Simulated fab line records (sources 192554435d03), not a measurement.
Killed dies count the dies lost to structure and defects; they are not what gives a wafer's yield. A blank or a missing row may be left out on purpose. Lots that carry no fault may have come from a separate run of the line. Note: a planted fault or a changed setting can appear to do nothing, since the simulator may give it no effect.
fab line records	flow n5-finfet
record lots=9	wafers=26	last-day=16
route steps=1938 shown FIN_SAQP@127 BEOL_M4@1111
lots that met no fault: taken from a fault-free run of the same line
start-h: start of the lot's first displayed wafer, in hours after the record's first day	wait-h: hours elapsed since this lot's preceding step	" as in the row above	L1.1+2: several wafers, shown together as one row	- no value, or no start was given	* or withheld: withheld	< > ~ a bound
route shown NAME@n: names a module that has steps shown in the file, with the first one's number in the route	usual: mean and standard deviation over wafers with no fault	same: alike in all rows	chamber/n: place in a boat	sites: the reading at each site	_std_site: standard deviation across them	_edge_site: inner sites' mean taken away from outer sites' mean	radius-mm: how far each site lies from the wafer's centre	mask NAME#n: copy n	behind: the most recent tool/chamber to have shaped the wafer	hold: what put the lot on hold/how long, in hours/how the hold closed	device: the transistor (n, p or np) that didn't switch	end of line: the route-end tests of the same wafers	where a step has no rows: the recipe by itself	killed: at the first sort, the dies lost to defects and structure; wafer yield is something else	map: dies across one wafer; x = killed, . = not, _ = none there
set.NAME: the run value of the setting; set.NAME@STEP: its run value at that earlier step	model.NAME: the simulator's own value behind a step, which no gauge read
steps of the route over a sample of lots; a table a step, a row a wafer
services: when a tool's chamber went out of use (start-h, in hours from the record's first day, below 0 if earlier), for how many hours, and the reason
## steps
# step N5_FIN_SAQP_MANDREL1_REMOVE_56
# recipe chemistry=HBr/Cl2/O2	bt-time-s=10	target=a-Si	stop-on=SiNx	endpoint=OES-SiCl	over-etch-frac=1	icp-w=600	bias-w=22	HBr_flow_sccm=150	Cl2_flow_sccm=80	O2_flow_sccm=5	pressure-mtorr=10
# usual O2_flow_sccm=4.998/0.016	drypump-motor-current-A=5.7/0.43	oes-product-au=1.003/0.019	throttle-valve-pct=36.6/0.37
lot.wafer	tool	chamber	start-h	wait-h	O2_flow_sccm	drypump-motor-current-A	oes-product-au	rf-hours-counter-h	throttle-valve-pct
L616.2	rie-si-04	2	23.66	0.1	4.991	6.0	1.027	49	37.3
L616.3	"	3	"	"	4.984	5.8	0.983	194	36.0
L616.4	"	2	"	"	4.995	6.0	1.030	-	37.3
L617.1	rie-si-03	2	30.95	0.1	5.008	6.1	1.017	3	36.4
L617.4	"	1	"	"	5.023	5.0	0.979	-	36.7
L617.6	"	0	"	"	5.028	6.2	1.026	-	36.3
L619.2	rie-si-03	2	42.20	0.1	4.998	6.0	1.018	3	36.4
L619.4	"	0	"	"	5.003	6.2	1.022	5	36.3
L619.5	"	3	"	"	5.002	5.8	1.018	-	36.6
L623.3	rie-si-04	0	67.19	0.1	5.006	6.0	0.986	125	36.8
L623.5	"	1	"	"	5.022	5.9	0.979	-	36.9
L623.6	"	2	"	"	4.984	6.0	1.008	-	37.3
L626.3	rie-si-04	3	85.44	0.1	5.001	5.9	1.002	195	36.0
L626.4	"	2	"	"	5.004	6.0	1.023	50	37.3
L626.6	"	3	"	"	5.007	5.9	0.996	-	36.0
L627.4	rie-si-03	3	90.65	0.1	4.980	5.9	0.996	76	36.6
L627.6	"	2	"	"	4.974	6.0	1.004	-	36.4
L632.1	rie-si-03	0	119.64	0.1	5.001	6.2	1.024	7	36.3
L632.2	"	1	"	"	4.989	5.0	0.967	101	36.7
L632.3	"	2	"	"	4.995	6.0	1.019	4	36.4
L633.1	rie-si-03	2	125.73	0.1	5.008	6.0	1.019	4	36.4
L633.2	"	3	"	"	5.000	5.8	1.007	77	36.6
L633.6	"	1	"	"	5.012	5.0	0.983	-	36.7
L634.4	rie-si-04	2	131.65	0.1	5.001	6.0	1.018	51	37.3
L634.5	"	3	"	"	4.992	5.9	0.979	-	36.0
L634.6	"	2	"	"	5.011	6.0	1.014	-	37.3
# step N5_FIN_SAQP_MANDREL2_REMOVE_60
# recipe chemistry=HBr/Cl2/O2	bt-time-s=10	target=a-Si	stop-on=SiNx	endpoint=OES-SiCl	over-etch-frac=1	icp-w=600	bias-w=22	HBr_flow_sccm=150	Cl2_flow_sccm=80	O2_flow_sccm=5	pressure-mtorr=10
# usual O2_flow_sccm=5.000/0.015	drypump-motor-current-A=5.7/0.43	oes-product-au=1.001/0.019	throttle-valve-pct=36.6/0.35
lot.wafer	tool	chamber	start-h	wait-h	O2_flow_sccm	drypump-motor-current-A	oes-product-au	rf-hours-counter-h	throttle-valve-pct
L616.2	rie-si-04	2	25.36	0.1	4.977	6.0	1.021	49	37.3
L616.3	"	3	"	"	5.001	5.8	1.004	194	36.0
L616.4	"	3	"	"	4.998	5.8	0.995	-	36.0
L617.1	rie-si-03	2	32.49	0.1	4.998	6.0	1.018	3	36.4
L617.4	"	0	"	"	4.975	6.2	1.015	-	36.3
L617.6	"	1	"	"	5.002	5.0	0.969	-	36.7
L619.2	rie-si-03	0	44.07	0.1	5.015	6.2	1.023	5	36.3
L619.4	"	2	"	"	4.988	6.0	1.025	3	36.4
L619.5	"	3	"	"	4.953	5.8	1.003	-	36.6
L623.3	rie-si-03	0	70.08	0.1	4.989	6.2	1.018	6	36.3
L623.5	"	2	"	"	5.000	6.1	1.020	-	36.4
L623.6	"	3	"	"	5.002	5.8	0.999	-	36.6
L626.3	rie-si-02	2	88.02	0.1	5.015	4.9	1.015	75	37.0
L626.4	"	1	"	"	4.975	6.2	1.015	112	36.3
L626.6	"	1	"	"	5.003	6.2	1.008	-	36.3
L627.4	rie-si-02	2	92.56	0.0	4.979	4.9	1.012	76	37.0
L627.6	"	1	"	"	5.003	6.2	1.008	-	36.3
L632.1	rie-si-02	1	121.75	0.1	5.008	6.2	1.014	113	36.3
L632.2	"	3	"	"	5.003	5.7	1.029	131	36.1
L632.3	"	2	"	"	5.002	4.9	1.005	76	37.0
L633.1	rie-si-03	2	127.67	0.1	4.988	6.0	1.027	4	36.4
L633.2	"	0	"	"	4.997	6.2	1.012	7	36.3
L633.6	"	3	"	"	5.021	5.8	1.007	-	36.6
L634.4	rie-si-03	1	133.25	0.1	5.044	5.0	0.966	101	36.7
L634.5	"	3	"	"	4.998	5.8	0.992	-	36.6
L634.6	"	0	"	"	4.999	6.2	1.008	-	36.3
# step N5_FIN_SAQP_HM_OPEN_33
# recipe chemistry=CH3F/O2	target=SiNx	mask-material=SiO2	target-depth-a=494	time-s=70.6	pressure-mtorr=30	source-w=395	bias-w=73	Ar_flow_sccm=150	CH3F_flow_sccm=30	O2_flow_sccm=20	ion-energy-ev=120	ends=cleared
# usual CH3F_flow_sccm=30.02/0.092	O2_flow_sccm=20.01/0.063	drypump-motor-current-A=5.6/0.5	etch-rf-on-time-s=69.0/1.7	oes-product-au=0.66/0.076	rf-vpp-V=301/5.6	showerhead-plenum-p-Torr=1.99/0.063	throttle-valve-pct=16.37/0.26
lot.wafer	tool	chamber	start-h	wait-h	CH3F_flow_sccm	O2_flow_sccm	drypump-motor-current-A	etch-rf-on-time-s	oes-product-au	rf-hours-counter-h	rf-vpp-V	showerhead-plenum-p-Torr	throttle-valve-pct
L616.2	rie-diel-02	0	25.52	0.0	29.88	20.02	5.1	70.1	0.64	163	298	1.92	16.74
L616.3	"	3	"	"	30.01	19.98	5.3	68.8	0.61	227	300	1.89	16.51
L616.4	"	2	"	"	30.02	19.97	5.1	69.0	0.82	4	295	1.96	16.05
L617.1	rie-diel-04	2	32.67	0.1	29.87	19.99	5.1	67.8	0.62	212	297	1.98	16.42
L617.4	"	3	"	"	29.94	20.05	6.2	70.4	0.62	209	298	1.97	16.35
L617.6	"	2	"	"	29.96	19.95	5.1	67.7	0.62	-	296	1.98	16.45
L619.2	rie-diel-03	1	44.33	0.1	30.10	20.04	5.3	67.1	0.77	27	306	1.96	15.95
L619.4	"	0	"	"	30.00	19.95	6.1	69.0	0.58	244	305	1.97	16.89
L619.5	"	1	"	"	29.86	20.07	5.3	67.9	0.78	-	305	1.96	15.96
L623.3	rie-diel-04	0	70.49	0.3	30.21	19.92	5.0	68.1	0.61	214	302	1.97	16.46
L623.5	"	1	"	"	29.97	20.01	6.0	68.8	0.65	-	306	2.08	16.64
L623.6	"	2	"	"	30.00	20.08	5.1	68.8	0.62	-	297	1.97	16.46
L626.3	rie-diel-02	1	88.18	0.0	30.16	20.06	6.4	73.5	0.60	223	297	1.97	16.11
L626.4	"	2	"	"	30.10	20.03	5.1	71.7	0.77	-	292	1.95	16.09
L626.6	"	1	"	"	29.98	20.03	6.4	74.9	0.59	-	297	1.97	16.12
L627.4	rie-diel-02	2	92.75	0.1	30.03	20.00	5.2	67.8	0.77	-	293	1.95	16.09
L627.6	"	1	"	"	30.04	20.00	6.4	72.2	0.59	-	298	1.97	16.11
L632.1	rie-diel-02	2	121.91	0.0	29.96	19.95	5.1	67.0	0.74	38	295	1.95	16.10
L632.2	"	1	"	"	29.95	19.97	6.4	70.9	0.59	235	298	1.97	16.13
L632.3	"	0	"	"	30.19	20.03	5.1	67.5	0.62	197	297	1.91	16.81
L633.1	rie-diel-02	2	127.83	0.0	29.90	20.01	5.2	46.9	0.93	40	295	1.95	16.11
L633.2	"	1	"	"	29.97	19.97	6.4	71.6	0.59	237	298	1.97	16.14
L633.6	"	3	"	"	30.05	20.04	5.3	67.7	0.83	-	304	2.13	16.07
L634.4	rie-diel-02	1	133.40	0.0	30.07	19.99	6.4	48.4	0.74	238	296	1.97	16.16
L634.5	"	0	"	"	30.04	19.92	5.1	69.9	0.62	-	296	1.90	16.82
L634.6	"	1	"	"	30.19	19.99	6.4	71.3	0.59	-	299	1.97	16.13
# step N5_FIN_SAQP_ETCH_34
# recipe chemistry=C4F6/O2	target=SiO2	target-depth-a=450	time-s=15	ion-energy-ev=250	pressure-mtorr=30	source-w=345	bias-w=185	Ar_flow_sccm=300	C4F6_flow_sccm=10	O2_flow_sccm=10	ends=cleared
# usual C4F6_flow_sccm=9.999/0.029	O2_flow_sccm=10.001/0.03	drypump-motor-current-A=5.6/0.5	etch-rf-on-time-s=15.01/0.27	oes-product-au=0.66/0.075	rf-vpp-V=673/12	showerhead-plenum-p-Torr=2.83/0.086	throttle-valve-pct=21.07/0.28
lot.wafer	tool	chamber	start-h	wait-h	C4F6_flow_sccm	O2_flow_sccm	drypump-motor-current-A	etch-rf-on-time-s	oes-product-au	rf-hours-counter-h	rf-vpp-V	showerhead-plenum-p-Torr	throttle-valve-pct
L616.2	rie-diel-02	0	25.59	0.0	10.016	9.988	5.1	15.15	0.64	163	664	2.74	21.52
L616.3	"	3	"	"	10.062	10.023	5.3	15.16	0.61	227	670	2.71	21.19
L616.4	"	2	"	"	9.964	9.996	5.1	14.89	0.82	4	659	2.79	20.78
L617.1	rie-diel-04	2	32.74	0.0	10.017	10.001	5.1	14.98	0.62	212	665	2.81	21.07
L617.4	"	3	"	"	9.994	9.974	6.2	15.34	0.61	209	667	2.81	20.98
L617.6	"	2	"	"	10.043	9.986	5.1	14.93	0.63	-	667	2.81	21.09
L619.2	rie-diel-03	1	44.40	0.0	9.984	10.020	5.3	14.74	0.77	27	685	2.78	20.67
L619.4	"	0	"	"	10.015	10.019	6.1	15.03	0.57	244	684	2.80	21.62
L619.5	"	1	"	"	10.015	9.987	5.3	14.70	0.77	-	683	2.78	20.67
L623.3	rie-diel-04	0	70.56	0.0	9.955	10.004	5.0	14.85	0.62	214	676	2.80	21.15
L623.5	"	1	"	"	9.985	10.041	6.0	14.60	0.66	-	685	2.96	21.43
L623.6	"	2	"	"	10.016	10.026	5.1	14.62	0.62	-	666	2.81	21.13
L626.3	rie-diel-02	1	88.25	0.0	9.984	9.981	6.4	15.53	0.59	223	665	2.80	20.68
L626.4	"	2	"	"	9.987	10.042	5.2	14.82	0.77	-	657	2.78	20.83
L626.6	"	1	"	"	10.003	9.981	6.5	15.41	0.60	-	665	2.80	20.68
L627.4	rie-diel-02	2	92.80	0.0	9.967	9.976	5.1	14.93	0.76	-	660	2.78	20.83
L627.6	"	1	"	"	10.021	10.008	6.4	15.44	0.60	-	664	2.80	20.68
L632.1	rie-diel-02	2	121.98	0.0	9.992	10.006	5.1	14.93	0.75	38	659	2.77	20.85
L632.2	"	1	"	"	10.010	9.985	6.4	15.55	0.58	235	665	2.80	20.71
L632.3	"	0	"	"	9.995	10.031	5.1	15.21	0.61	197	664	2.72	21.57
L633.1	rie-diel-02	2	127.90	0.0	9.969	9.925	5.1	14.89	0.74	40	658	2.77	20.84
L633.2	"	1	"	"	9.996	10.005	6.4	15.46	0.59	237	665	2.79	20.71
L633.6	"	3	"	"	10.021	9.979	5.3	14.33	0.83	-	683	3.03	20.89
L634.4	rie-diel-02	1	133.47	0.0	9.975	10.019	6.4	15.57	0.59	238	666	2.79	20.71
L634.5	"	0	"	"	9.973	9.987	5.1	15.23	0.61	-	665	2.72	21.56
L634.6	"	1	"	"	10.010	9.965	6.4	15.48	0.59	-	664	2.79	20.71
# step N5_BEOL_M4_RC_MEAS_101
# usual DIBL_N=35.8/1.5	DIBL_P=35.9/1.8	IOFF_N=0.152/0.025	IOFF_P=0.21/0.031	ION_N=672/11	ION_P=462/7.4	SS_N=71.5/0.52	SS_P=73.2/0.54	VT_N=250/3	VT_P=-250/3.3
lot.wafer	tool	chamber	start-h	wait-h	DIBL_N[mV/V]	DIBL_P[mV/V]	IOFF_N[nA/um]	IOFF_P[nA/um]	ION_N[uA/um]	ION_P[uA/um]	SS_N[mV/dec]	SS_P[mV/dec]	VT_N[mV]	VT_P[mV]
L617.1	prober-01	0	166.18	0.0	35.7	36.5	0.146	0.19	670	454	72.9	72.9	251	-253
L617.4	"	0	"	"	38.0	38.4	0.192	0.21	672	457	73.0	73.7	250	-249
L617.6	"	0	"	"	37.1	37.1	0.176	0.20	682	455	72.7	73.0	251	-249
L616.2	prober-02	0	172.02	0.2	37.7	37.6	0.168	0.25	681	470	71.9	73.4	250	-247
L616.3	"	0	"	"	35.8	35.2	0.146	0.20	669	463	71.5	73.2	250	-248
L616.4	"	0	"	"	35.6	36.1	0.145	0.22	672	472	71.4	72.5	251	-248
L619.2	prober-01	0	178.69	0.2	34.4	31.2	0.096	0.13	655	449	70.5	72.3	261	-260
L619.4	"	0	"	"	37.0	34.5	0.137	0.18	672	458	71.1	73.2	253	-254
L619.5	"	0	"	"	36.8	34.3	0.137	0.18	669	458	71.2	73.1	251	-255
L623.3	prober-02	0	209.16	0.3	37.0	36.6	0.143	0.19	670	459	71.6	73.8	252	-255
L623.5	"	0	"	"	37.5	37.7	0.146	0.19	665	453	71.9	74.1	254	-255
L623.6	"	0	"	"	35.0	33.7	0.112	0.14	661	450	71.4	72.9	256	-259
L626.3	prober-01	0	239.52	0.3	37.8	35.5	0.148	0.21	669	458	71.3	73.0	250	-247
L626.4	"	0	"	"	37.7	35.1	0.151	0.21	666	459	72.1	72.7	253	-249
L626.6	"	0	"	"	37.9	34.9	0.149	0.20	662	451	72.2	73.3	255	-250
L627.4	prober-02	0	240.38	0.5	36.5	35.2	0.167	0.21	681	466	72.1	72.9	251	-246
L627.6	"	0	"	"	35.9	34.6	0.151	0.20	670	462	70.9	73.4	250	-248
L632.1	prober-01	0	263.71	0.0	37.7	38.6	0.218	0.29	700	484	72.0	74.3	244	-243
L632.2	"	0	"	"	36.0	35.8	0.172	0.23	676	465	71.6	72.8	245	-248
L632.3	"	0	"	"	36.5	38.0	0.196	0.28	706	489	72.4	73.7	245	-243
L634.4	prober-02	0	271.90	0.5	35.5	37.1	0.182	0.24	682	460	71.9	73.3	247	-247
L634.5	"	0	"	"	34.3	37.2	0.175	0.24	694	471	71.1	72.5	245	-250
L634.6	"	0	"	"	34.1	36.0	0.154	0.21	675	460	71.2	72.7	250	-248
L633.1	prober-01	0	284.90	0.0	34.6	35.8	0.160	0.20	672	456	71.6	73.2	247	-250
L633.2	"	0	"	"	36.3	37.8	0.185	0.24	692	470	71.3	73.8	245	-250
L633.6	"	0	"	"	35.0	36.7	0.175	0.22	701	472	71.0	73.5	246	-250
## services
tool	chamber	start-h	hours	kind
rie-diel-02	2	1.32	-	clean
rie-diel-02	2	1.32	-	consumable-replace:focus-ring
rie-diel-02	2	1.32	15.4	scheduled-down
rie-diel-02	2	1.32	15.4	vent-cycle
rie-diel-02	1	3.75	3.2	repair
rie-si-04	1	15.84	10.1	repair
rie-si-03	-	26.22	1.2	repair
rie-si-02	1	26.48	19.3	repair
rie-si-03	3	30.37	5.1	repair
rie-si-03	1	39.23	1.2	repair
rie-si-02	-	43.05	3.5	repair
rie-si-03	1	59.21	1.6	repair
rie-diel-03	0	63.04	1.6	repair
rie-si-03	2	75.40	5.5	repair
rie-si-02	-	83.60	2.8	pm
rie-diel-02	3	87.23	-	clean
rie-diel-02	3	87.23	-	consumable-replace:focus-ring
rie-diel-02	3	87.23	-	consumable-replace:showerhead
rie-diel-02	3	87.23	14.4	scheduled-down
rie-diel-02	3	87.23	14.4	vent-cycle
rie-si-03	2	98.76	11.3	repair
rie-diel-03	1	129.58	13.2	repair
## key
first-sign step=N5_FIN_SAQP_HM_OPEN_33	reading=etch-rf-on-time-s	direction=down	sigmas=13	usual=*	struck=*
effect none on later readings
met-at N5_FIN_SAQP_HM_OPEN_33
struck-lots L633,L634
struck-wafers L633.1,L634.4
not-acting-at N5_FIN_SAQP_MANDREL1_REMOVE_56,N5_FIN_SAQP_MANDREL2_REMOVE_60,N5_FIN_SAQP_ETCH_34
onset-between 121.91 127.83
fault kind=process-parameter-drift	tool=rie-diel-02	chamber=-	onset-h=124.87	steps=N5_FIN_SAQP_HM_OPEN_33	channel=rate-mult	offset=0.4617	shape=step	end-h=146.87	scope=struck-wafers-only
